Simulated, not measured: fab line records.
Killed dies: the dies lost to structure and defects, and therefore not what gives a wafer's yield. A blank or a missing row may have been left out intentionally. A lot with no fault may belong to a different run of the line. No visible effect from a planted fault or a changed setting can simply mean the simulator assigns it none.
Chamber matching | flow n5-finfet | cvd-co-01 running N5_BEOL_M1_PRE_CLEAN_60: 3 sister chambers
The step time 15 s. 24 wafers are shown with their chamber, then 12 later ones without.

WAFERS PAIRED WITH THEIR CHAMBERS
wafer  | chamber | heater-power-outer-w (W) | heater-power-w (W) | rf-fwd-power-W (W)
L078.1 | 1       | 21                       | 67                 | 297.9
L078.3 | 2       | 20                       | 74                 | 297.4
L078.6 | 0       | 18                       | 72                 | 297.1
L079.3 | 1       | 22                       | 69                 | 296.3
L079.4 | 1       | 22                       | 70                 | 297.6
L079.6 | 0       | 18                       | 75                 | 297.0
L081.2 | 2       | 20                       | 73                 | 298.5
L081.4 | 1       | 22                       | 66                 | 297.7
L081.5 | 2       | 19                       | 74                 | 297.7
L083.3 | 1       | 22                       | 69                 | 296.4
L083.5 | 0       | 18                       | 76                 | 296.5
L083.6 | 1       | 22                       | 67                 | 298.0
L085.3 | 1       | 22                       | 69                 | 296.3
L085.4 | 2       | 19                       | 74                 | 296.7
L085.5 | 0       | 18                       | 75                 | 296.2
L084.2 | 0       | 19                       | 73                 | 296.7
L084.4 | 2       | 19                       | 72                 | 298.2
L084.6 | 1       | 22                       | 69                 | 295.6
L086.3 | 0       | 18                       | 72                 | 296.6
L086.4 | 0       | 18                       | 76                 | 295.7
L086.6 | 2       | 20                       | 74                 | 297.5
L089.1 | 0       | 18                       | 73                 | 297.4
L089.2 | 1       | 22                       | 71                 | 296.8
L089.3 | 2       | 20                       | 73                 | 296.5

SIGNATURES (means of the wafers above)
reading              | chamber 0 | chamber 1 | chamber 2 | scatter within a chamber
heater-power-outer-w | 18.12     | 21.89     | 19.57     | 0.407
heater-power-w       | 74.00     | 68.56     | 73.43     | 1.45
rf-fwd-power-W       | 296.650   | 296.956   | 297.500   | 0.73
Rule: for each reading, subtract the chamber's mean from the wafer's reading, divide by that reading's scatter and square the result; add these up over the readings and take the root, which gives the wafer's distance from the chamber. If the next closest chamber is less than 2 further off than the closest, the wafer can't be placed; otherwise it belongs to the closest. The scatter: the root of (the sum of the squares of (reading less its chamber's mean) over the shown wafers, divided by (wafers less chambers)).

WAFERS WHOSE CHAMBER IS MISSING
wafer  | heater-power-outer-w (W) | heater-power-w (W) | rf-fwd-power-W (W)
L088.1 | 22                       | 69                 | 295.8
L088.4 | 18                       | 74                 | 295.1
L088.6 | 20                       | 75                 | 297.8
L091.2 | 23                       | 67                 | 296.1
L091.4 | 22                       | 70                 | 297.2
L091.6 | 18                       | 74                 | 295.8
L094.2 | 20                       | 75                 | 297.2
L094.3 | 23                       | 68                 | 298.1
L094.6 | 20                       | 76                 | 297.4
L096.1 | 22                       | 71                 | 296.6
L096.3 | 18                       | 74                 | 296.6
L096.5 | 20                       | 71                 | 296.9

WHICH CHAMBER EACH ONE RAN IN
wafer  | from the rows above | in truth
L088.1 | 1                   | 1
L088.4 | 0                   | 0
L088.6 | 2                   | 2
L091.2 | 1                   | 1
L091.4 | 1                   | 1
L091.6 | 0                   | 0
L094.2 | 2                   | 2
L094.3 | 1                   | 1
L094.6 | 2                   | 2
L096.1 | 1                   | 1
L096.3 | 0                   | 0
L096.5 | 2                   | 2
Correctly placed: 12 of 12. Not placeable from these rows: 0. Number placed wrongly: 0.
